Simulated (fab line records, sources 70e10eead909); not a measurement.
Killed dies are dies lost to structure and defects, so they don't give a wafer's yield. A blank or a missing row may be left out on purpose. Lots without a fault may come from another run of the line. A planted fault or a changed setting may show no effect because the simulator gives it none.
Chamber matching | flow nand_harc | NHARC_A_SLIT_DEP_25 on pecvd-02: 3 sister chambers
The step deposits SiO2, target thk 200 nm. 6 wafers are shown with their chamber, then 9 later ones without.

WAFERS WITH THEIR CHAMBER
wafer  | chamber | throttle_valve_pct (%) | heater_power_w (W)
L083.3 | 0       | 16.9                   | 520
L085.2 | 0       | 16.8                   | 398
L085.4 | 2       | 15.5                   | 438
L088.2 | 1       | 15.6                   | 539
L088.4 | 1       | 15.9                   | 520
L088.5 | 2       | 15.5                   | 409

WAFERS WITHOUT THEIR CHAMBER
wafer  | throttle_valve_pct (%) | heater_power_w (W)
L094.2 | 15.8                   | 356
L094.3 | 15.7                   | 535
L094.4 | 15.6                   | 361
L097.1 | 15.6                   | 458
L097.4 | 15.6                   | 401
L097.6 | 17.2                   | 413
L096.1 | 16.8                   | 460
L096.3 | 15.7                   | 535
L096.5 | 16.8                   | 463

WHICH CHAMBER EACH WENT THROUGH
wafer  | from the rows above     | in truth
L094.2 | can't be placed: 2 or 1 | 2
L094.3 | 1                       | 1
L094.4 | 2                       | 2
L097.1 | can't be placed: 2 or 1 | 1
L097.4 | can't be placed: 2 or 1 | 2
L097.6 | 0                       | 0
L096.1 | 0                       | 0
L096.3 | 1                       | 1
L096.5 | 0                       | 0
Placed correctly: 6 of 9. Can't be placed from these rows: 3 (the true chamber is among the candidates in 3). Placed wrongly: 0.
How it was worked out, from the rows above alone: a wafer's distance from a chamber is the root of the sum, over the readings, of the square of ((its reading less the chamber's mean) divided by the reading's scatter). The wafer belongs to the nearest chamber; if the next one is less than 2 further off, it can't be placed. A chamber's mean is the mean of its shown wafers. The scatter: the root of (the sum of the squares of (reading less its chamber's mean) over the shown wafers, divided by (wafers less chambers)).
